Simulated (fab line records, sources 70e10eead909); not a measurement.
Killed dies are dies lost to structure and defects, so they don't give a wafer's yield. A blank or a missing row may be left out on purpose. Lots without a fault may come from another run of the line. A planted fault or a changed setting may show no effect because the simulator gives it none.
fab line records | flow nand_harc | part 1 of 2: steps 1 to 4 of 6
record lots=23 wafers=69 last_day=34
route steps=1302 shown P_BONDPAD@385 A_START@389 A_ZERO_WELL@405 A_CHANNEL_HOLE_D1@465
lots that met no fault: from a run of the same line without faults
start_h: hours from the record's first day to the start of the lot's first wafer shown | wait_h: hours since the lot's step before | " the same as in the row above | L1.1+2: a row that stands for several wafers | - no value, or no start given | * or withheld: withheld | < > ~ a bound
route shown NAME@n: a module of which the file shows steps, and the number in the route of the first | usual: mean/standard deviation of fault-free wafers | same: alike in all rows | chamber/n: place in a boat | sites: the reading at each site | _std_site: their standard deviation | _edge_site: outer sites' mean less inner sites' | radius_mm: how far each site lies from the wafer's centre | mask NAME#n: copy n | behind: the tool/chamber that last shaped the wafer | hold: why the lot was held/for how many hours/how that ended | device: the transistor (n, p or np) that didn't switch | end of line: the same wafers' tests at the end of the route | a step without rows: its recipe alone | killed: dies lost to structure and defects at the first sort, not the wafer's yield | map: a wafer's dies, x killed, . not, _ none there
set.NAME: the setting as run; set.NAME@STEP: as run at that earlier step | model.NAME: the simulator's own value behind a step, which no gauge read
steps of the route over a sample of lots; a table a step, a row a wafer
services: from which hour (start_h, from the record's first day; less than 0 if before it) a tool's chamber was out of use, for how many hours, and why
## steps
# step NHARC_P_BONDPAD_INSPECT_23
# usual raw_defect_count=340/130
# columns lot.wafer tool chamber start_h wait_h raw_defect_count
L074.3 defect_inspect-02 - 150.60 0.0 371
L074.4 " - " " 390
L074.5 " - " " 231
L075.2 defect_inspect-02 - 152.54 0.0 269
L075.3 " - " " 299
L075.5 " - " " 348
L076.1 defect_inspect-01 - 152.83 0.0 180
L076.2 " - " " 278
L076.5 " - " " 358
L077.2 defect_inspect-01 - 167.27 0.0 217
L077.4 " - " " 274
L077.6 " - " " 349
L078.1 defect_inspect-02 - 176.93 0.0 209
L078.2 " - " " 181
L078.4 " - " " 262
L079.2 defect_inspect-02 - 191.44 0.0 436
L079.5 " - " " 303
L079.6 " - " " 303
L080.1 defect_inspect-01 - 194.95 0.0 237
L080.2 " - " " 283
L080.4 " - " " 218
L081.1 defect_inspect-01 - 215.08 0.0 590
L081.2 " - " " 399
L081.4 " - " " 567
L082.1 defect_inspect-02 - 223.55 0.0 438
L082.5 " - " " 240
L082.6 " - " " 287
L084.1 defect_inspect-01 - 228.22 0.0 419
L084.3 " - " " 316
L084.5 " - " " 412
L083.1 defect_inspect-01 - 228.73 0.0 478
L083.3 " - " " 370
L083.4 " - " " 282
L085.3 defect_inspect-02 - 244.57 0.0 301
L085.4 " - " " 564
L085.5 " - " " 498
L086.1 defect_inspect-01 - 253.82 0.0 418
L086.5 " - " " 324
L086.6 " - " " 504
L088.1 defect_inspect-02 - 280.64 0.0 457
L088.4 " - " " 272
L088.6 " - " " 314
L089.2 defect_inspect-02 - 281.76 0.0 409
L089.3 " - " " 373
L089.6 " - " " 303
L087.1 defect_inspect-01 - 283.51 0.0 309
L087.4 " - " " 392
L087.6 " - " " 272
L090.1 defect_inspect-01 - 296.52 0.0 402
L090.3 " - " " 317
L090.6 " - " " 253
L092.3 defect_inspect-01 - 316.27 0.1 685
L092.4 " - " " 288
L092.6 " - " " 296
L093.2 defect_inspect-02 - 322.63 0.0 229
L093.4 " - " " 197
L093.5 " - " " 291
L094.1 defect_inspect-01 - 334.94 0.0 498
L094.3 " - " " 335
L094.4 " - " " 390
L095.3 defect_inspect-02 - 349.43 0.0 146
L095.4 " - " " 182
L095.6 " - " " 124
L096.1 defect_inspect-02 - 355.33 0.0 312
L096.3 " - " " 201
L096.6 " - " " 214
L097.1 defect_inspect-01 - 363.77 0.0 298
L097.2 " - " " 471
L097.5 " - " " 265
# step NHARC_P_BONDPAD_ACTIVATE_29
# recipe time_s=60 n2_flow_sccm=200 ar_flow_sccm=0 bias_power_w=0 chemistry=N2
# usual drypump_motor_current_A=5.5/0.42 oes_product_au=1.005/0.011 rf_vpp_V=64.3/0.85 showerhead_plenum_p_Torr=1.81/0.08
# columns lot.wafer tool chamber start_h wait_h drypump_motor_current_A oes_product_au rf_hours_counter_h rf_vpp_V showerhead_plenum_p_Torr
L074.4 rie_diel-02 2 150.66 0.1 5.5 1.015 2.0 65.0 1.85
L074.3 " 0 " " 5.5 0.998 2.0 64.6 1.79
L074.5 " 2 " " 5.6 1.018 - 65.3 1.85
L075.3 rie_diel-13 0 152.62 0.1 6.3 1.009 7.7 64.8 1.87
L075.2 " 1 " " 4.9 0.997 7.6 64.0 1.80
L075.5 " 3 " " 5.7 1.010 - 64.5 1.64
L076.2 rie_diel-05 2 152.89 0.1 5.5 0.997 4.5 64.7 1.88
L076.1 " 3 " " 6.1 1.011 4.0 63.2 1.69
L076.5 " 2 " " 5.5 0.991 - 63.7 1.88
L077.4 rie_diel-02 0 167.33 0.1 5.5 0.990 2.6 64.5 1.79
L077.2 " 3 " " 5.8 0.999 2.6 62.9 1.75
L077.6 " 0 " " 5.5 0.990 - 63.9 1.79
L078.4 rie_diel-13 0 177.00 0.1 6.3 1.003 0.5 64.9 1.87
L078.2 " 1 " " 4.9 1.033 0.8 65.5 1.80
L078.1 " 2 " " 5.0 1.016 0.8 63.6 1.89
L079.2 rie_diel-13 1 191.50 0.1 5.0 1.023 1.2 64.0 1.80
L079.5 " 1 " " 4.9 1.029 - 64.1 1.80
L079.6 " 2 " " 5.0 1.000 - 63.9 1.89
L080.1 rie_diel-02 1 195.02 0.1 5.3 1.007 3.8 64.0 1.89
L080.2 " 2 " " 5.6 1.014 3.9 64.6 1.85
L080.4 " 0 " " 5.5 1.001 3.7 64.4 1.79
L081.2 rie_diel-13 0 215.14 0.1 6.3 0.992 1.9 62.6 1.87
L081.1 " 2 " " 4.9 0.998 2.5 63.5 1.89
L081.4 " 3 " " 5.7 1.017 2.1 63.5 1.64
L082.1 rie_diel-13 0 223.63 0.1 6.3 0.989 2.7 65.8 1.87
L082.6 " 3 " " 5.7 1.005 - 62.5 1.64
L082.5 " 0 " " 6.2 0.995 - 64.1 1.86
L084.1 rie_diel-13 3 228.29 0.1 5.7 1.019 2.9 63.0 1.64
L084.3 " 1 " " 4.9 1.032 3.6 63.9 1.80
L084.5 " 2 " " 5.0 1.005 - 65.9 1.89
L083.3 rie_diel-05 1 228.80 0.1 5.3 0.988 7.0 64.3 1.86
L083.4 " 2 " " 5.5 0.988 10.2 64.9 1.88
L083.1 " 3 " " 6.1 1.007 9.8 65.1 1.69
L085.3 rie_diel-05 1 244.63 0.1 5.3 0.998 0.1 64.1 1.86
L085.4 " 2 " " 5.5 1.006 0.1 64.6 1.88
L085.5 " 2 " " 5.5 1.005 - 64.1 1.88
L086.1 rie_diel-02 2 253.89 0.1 5.6 0.993 0.6 65.2 1.85
L086.6 " 1 " " 5.3 1.002 - 64.3 1.89
L086.5 " 2 " " 5.6 1.008 - 64.7 1.85
L088.1 rie_diel-13 0 280.73 0.1 6.2 0.995 6.2 65.5 1.86
L088.4 " 1 " " 4.9 1.020 6.6 64.2 1.80
L088.6 " 3 " " 5.7 1.019 - 64.2 1.64
L089.3 rie_diel-13 1 281.82 0.1 4.9 1.027 6.7 64.6 1.80
L089.2 " 2 " " 4.9 1.009 7.1 62.9 1.88
L089.6 " 1 " " 5.0 1.018 - 64.8 1.80
L087.1 rie_diel-13 1 283.57 0.1 4.9 1.022 6.7 63.0 1.80
L087.4 " 3 " " 5.7 1.017 6.7 63.8 1.64
L087.6 " 2 " " 4.9 1.002 - 64.9 1.88
L090.3 rie_diel-05 3 296.58 0.1 6.1 1.003 3.1 63.0 1.69
L090.1 " 1 " " 5.3 1.004 4.4 66.4 1.86
L090.6 " 0 " " 5.8 1.009 - 65.5 1.81
L092.4 rie_diel-05 1 316.33 0.1 5.3 1.002 6.8 63.8 1.86
L092.3 " 0 " " 5.8 0.991 5.6 66.0 1.81
L092.6 " 2 " " 5.5 0.995 - 64.3 1.87
L093.2 rie_diel-13 0 322.69 0.1 6.3 0.995 7.3 64.1 1.86
L093.4 " 2 " " 4.9 1.009 8.5 63.9 1.88
L093.5 " 0 " " 6.3 0.993 - 64.3 1.86
L094.3 rie_diel-02 1 335.01 0.1 5.3 1.008 2.3 63.7 1.89
L094.1 " 3 " " 5.8 1.006 2.4 64.1 1.75
L094.4 " 1 " " 5.3 1.001 - 64.9 1.89
L095.3 rie_diel-02 1 349.49 0.1 5.3 0.999 2.5 64.9 1.89
L095.4 " 1 " " 5.3 0.995 - 65.6 1.89
L095.6 " 3 " " 5.9 1.001 - 64.4 1.75
L096.1 rie_diel-05 3 355.39 0.1 6.1 1.006 7.4 62.3 1.68
L096.3 " 1 " " 5.3 1.007 9.7 65.3 1.86
L096.6 " 3 " " 6.2 1.004 - 64.1 1.68
L097.1 rie_diel-05 1 363.84 0.1 5.3 1.002 10.4 64.2 1.86
L097.2 " 2 " " 5.5 0.989 9.7 64.5 1.87
L097.5 " 1 " " 5.3 0.994 - 65.4 1.86
# step NHARC_A_START_INSPECT_01
# usual raw_defect_count=3.4/2
# columns lot.wafer tool chamber start_h wait_h raw_defect_count
L074.3 defect_inspect-02 - 151.07 - 2
L074.4 " - " " 6
L074.5 " - " " 1
L075.2 defect_inspect-02 - 153.00 - 6
L075.3 " - " " 3
L075.5 " - " " 5
L076.1 defect_inspect-01 - 153.40 - 5
L076.2 " - " " 4
L076.5 " - " " 3
L077.2 defect_inspect-01 - 167.74 - 6
L077.4 " - " " 5
L077.6 " - " " 3
L078.1 defect_inspect-02 - 177.40 - 5
L078.2 " - " " 0
L078.4 " - " " 5
L079.2 defect_inspect-02 - 191.91 - 4
L079.5 " - " " 8
L079.6 " - " " 5
L080.1 defect_inspect-01 - 195.42 - 7
L080.2 " - " " 2
L080.4 " - " " 3
L081.1 defect_inspect-02 - 215.55 - 5
L081.2 " - " " 4
L081.4 " - " " 5
L082.1 defect_inspect-02 - 224.02 - 4
L082.5 " - " " 2
L082.6 " - " " 4
L084.1 defect_inspect-02 - 228.69 - 5
L084.3 " - " " 1
L084.5 " - " " 1
L083.1 defect_inspect-01 - 229.20 - 4
L083.3 " - " " 3
L083.4 " - " " 5
L085.3 defect_inspect-02 - 245.04 - 2
L085.4 " - " " 7
L085.5 " - " " 6
L086.1 defect_inspect-01 - 254.28 - 2
L086.5 " - " " 2
L086.6 " - " " 0
L088.1 defect_inspect-02 - 281.11 - 1
L088.4 " - " " 2
L088.6 " - " " 4
L089.2 defect_inspect-02 - 282.23 - 5
L089.3 " - " " 5
L089.6 " - " " 3
L087.1 defect_inspect-01 - 283.97 - 2
L087.4 " - " " 5
L087.6 " - " " 7
L090.1 defect_inspect-01 - 296.98 - 5
L090.3 " - " " 4
L090.6 " - " " 1
L092.3 defect_inspect-02 - 316.74 - 2
L092.4 " - " " 1
L092.6 " - " " 3
L093.2 defect_inspect-02 - 323.09 - 2
L093.4 " - " " 3
L093.5 " - " " 3
L094.1 defect_inspect-02 - 335.43 - 5
L094.3 " - " " 2
L094.4 " - " " 3
L095.3 defect_inspect-01 - 349.93 - 6
L095.4 " - " " 2
L095.6 " - " " 3
L096.1 defect_inspect-02 - 355.79 - 6
L096.3 " - " " 2
L096.6 " - " " 4
L097.1 defect_inspect-02 - 364.23 - 3
L097.2 " - " " 2
L097.5 " - " " 4
# step NHARC_A_ZERO_WELL_ETCH_13
# recipe target_depth_a=1200 time_s=40.1 hbr_flow_sccm=150 cl2_flow_sccm=50 rf_w=400 icp_w=400 bias_w=100 chemistry=HBr/Cl2
# usual bias_w=99.99/0.29 chamber_pressure_mTorr=15.000/0.013 drypump_motor_current_A=5.5/0.39 he_backside_leak_sccm=2.7/0.33 oes_product_au=0.998/0.0099 throttle_valve_pct=26.406/0.0097
# columns lot.wafer tool chamber start_h wait_h bias_w chamber_pressure_mTorr drypump_motor_current_A he_backside_leak_sccm oes_product_au rf_hours_counter_h throttle_valve_pct
L074.3 rie_si-01 3 152.30 - 100.22 15.006 5.9 2.8 0.997 0.9 26.408
L074.4 " 2 " " 100.22 15.003 4.8 2.7 0.994 1.0 26.389
L074.5 " 0 " " 99.74 14.977 5.6 2.5 0.997 - 26.403
L075.3 rie_si-06 3 154.20 - 100.19 14.994 6.0 2.8 1.007 0.4 26.405
L075.2 " 0 " " 100.01 14.990 5.5 2.5 1.005 0.4 26.416
L075.5 " 3 " " 100.25 15.020 6.0 2.6 1.011 - 26.416
L076.2 rie_si-01 3 154.61 - 99.80 14.982 5.9 2.9 1.007 0.9 26.413
L076.1 " 2 " " 100.02 14.993 4.8 2.5 0.989 1.0 26.408
L076.5 " 0 " " 100.14 14.980 5.6 2.6 1.011 - 26.401
L077.4 rie_si-01 0 168.97 - 99.70 15.010 5.6 2.4 1.006 1.0 26.406
L077.2 " 1 " " 100.41 14.992 5.1 2.9 0.988 1.1 26.400
L077.6 " 3 " " 99.89 15.011 6.0 2.7 1.005 - 26.399
L078.4 rie_si-01 0 178.60 - 99.85 14.984 5.6 2.6 0.999 1.1 26.414
L078.2 " 1 " " 100.00 14.992 5.1 5.0 0.977 1.1 26.406
L078.1 " 3 " " 100.16 14.999 5.9 2.6 0.998 1.0 26.400
L079.2 rie_si-01 3 193.02 - 100.31 14.986 5.9 2.9 1.006 1.1 26.406
L079.5 " 0 " " 100.24 15.015 5.6 2.7 1.015 - 26.421
L079.6 " 1 " " 100.13 15.002 5.1 2.6 0.990 - 26.408
L080.1 rie_si-06 2 196.67 - 100.38 14.996 5.9 2.6 0.991 0.7 26.413
L080.4 " 3 " " 100.46 14.997 6.0 2.9 1.004 0.7 26.403
L080.2 " 1 " " 100.22 14.980 5.3 2.6 1.001 0.8 26.411
L081.4 rie_si-05 3 216.77 - 99.83 15.007 5.2 2.9 0.989 0.4 26.396
L081.2 " 0 " " 100.06 15.013 5.5 2.9 0.999 0.5 26.408
L081.1 " 1 " " 99.84 15.002 5.2 2.6 0.983 0.5 26.405
L082.1 rie_si-01 2 225.22 - 100.13 15.008 4.9 2.6 0.988 0.1 26.415
L082.6 " 2 " " 100.36 14.991 4.8 2.6 0.976 - 26.396
L082.5 " 3 " " 99.33 15.007 6.0 3.0 0.998 - 26.414
L084.1 rie_si-06 3 229.79 - 100.07 15.019 6.0 4.7 1.000 0.9 26.391
L084.3 " 0 " " 100.67 15.001 5.4 2.4 0.999 1.0 26.422
L084.5 " 3 " " 99.64 15.015 6.0 2.9 1.000 - 26.405
L083.3 rie_si-06 3 230.44 - 99.91 15.021 6.0 2.8 0.987 1.0 26.393
L083.1 " 0 " " 100.47 15.008 5.4 2.4 1.009 1.0 26.417
L083.4 " 2 " " 100.14 14.985 5.9 2.7 0.993 0.9 26.407
L085.3 rie_si-05 3 246.25 - 100.34 14.979 5.2 2.9 0.988 0.6 26.418
L085.4 " 0 " " 99.38 15.004 5.6 3.0 1.002 0.7 26.427
L085.5 " 3 " " 100.16 14.989 5.2 2.6 0.989 - 26.401
L086.1 rie_si-05 2 255.36 - 99.69 14.994 5.0 2.8 1.007 0.8 26.422
L086.6 " 2 " " 99.83 14.984 5.0 2.5 1.008 - 26.413
L086.5 " 3 " " 100.21 15.007 5.2 2.9 0.990 - 26.415
L088.1 rie_si-06 1 282.32 - 99.98 15.021 5.2 2.7 1.004 0.1 26.401
L088.4 " 3 " " 100.28 14.992 6.0 2.7 0.998 0.1 26.398
L088.6 " 1 " " 99.89 14.995 5.2 2.7 1.001 - 26.407
L089.2 rie_si-01 3 283.45 - 99.97 15.019 5.9 2.9 0.996 0.5 26.408
L089.3 " 0 " " 99.75 14.992 5.6 2.6 0.993 0.5 26.407
L089.6 " 2 " " 100.24 14.983 4.8 2.6 0.986 - 26.414
L087.1 rie_si-05 3 285.07 - 99.83 14.990 5.2 2.9 0.996 0.9 26.382
L087.4 " 0 " " 99.86 15.015 5.6 3.0 1.003 0.8 26.412
L087.6 " 1 " " 99.68 15.001 5.2 2.6 0.974 - 26.413
L090.3 rie_si-06 0 298.20 - 100.42 14.987 5.4 2.6 1.001 0.3 26.384
L090.1 " 1 " " 100.18 15.007 5.2 2.6 0.995 0.3 26.397
L090.6 " 0 " " 100.33 14.993 5.4 2.6 1.011 - 26.417
L092.4 rie_si-06 3 317.97 - 99.55 15.014 6.0 2.7 1.001 0.4 26.397
L092.3 " 0 " " 100.02 15.004 5.4 2.7 0.986 0.4 26.412
L092.6 " 3 " " 99.62 14.976 6.0 2.8 1.003 - 26.417
L093.4 rie_si-06 2 324.16 - 99.99 15.028 5.9 2.6 0.998 0.4 26.424
L093.2 " 1 " " 100.15 14.994 5.2 2.8 1.006 0.5 26.411
L093.5 " 2 " " 99.62 15.002 5.9 2.6 0.995 - 26.408
L094.1 rie_si-01 1 336.71 - 100.53 15.010 5.1 2.7 0.994 0.8 26.394
L094.3 " 2 " " 100.39 14.983 4.9 2.7 0.992 0.9 26.396
L094.4 " 3 " " 99.69 15.001 6.0 2.9 1.014 0.8 26.411
L095.4 rie_si-05 0 351.13 - 100.15 15.003 5.6 3.0 0.999 0.2 26.395
L095.3 " 1 " " 100.14 14.986 5.2 4.3 0.999 0.2 26.415
L095.6 " 0 " " 99.99 15.012 5.6 3.0 0.998 - 26.400
L096.1 rie_si-01 1 356.90 - 99.50 15.005 5.1 2.7 1.003 0.9 26.394
L096.3 " 2 " " 99.51 15.006 4.8 2.6 0.994 1.0 26.405
L096.6 " 0 " " 99.97 15.001 5.6 2.6 0.991 - 26.400
L097.1 rie_si-06 0 365.44 - 100.24 15.030 5.4 2.3 0.994 0.7 26.422
L097.2 " 1 " " 99.75 15.011 5.2 2.7 1.003 0.7 26.390
L097.5 " 0 " " 99.86 14.979 5.4 2.4 0.999 - 26.406
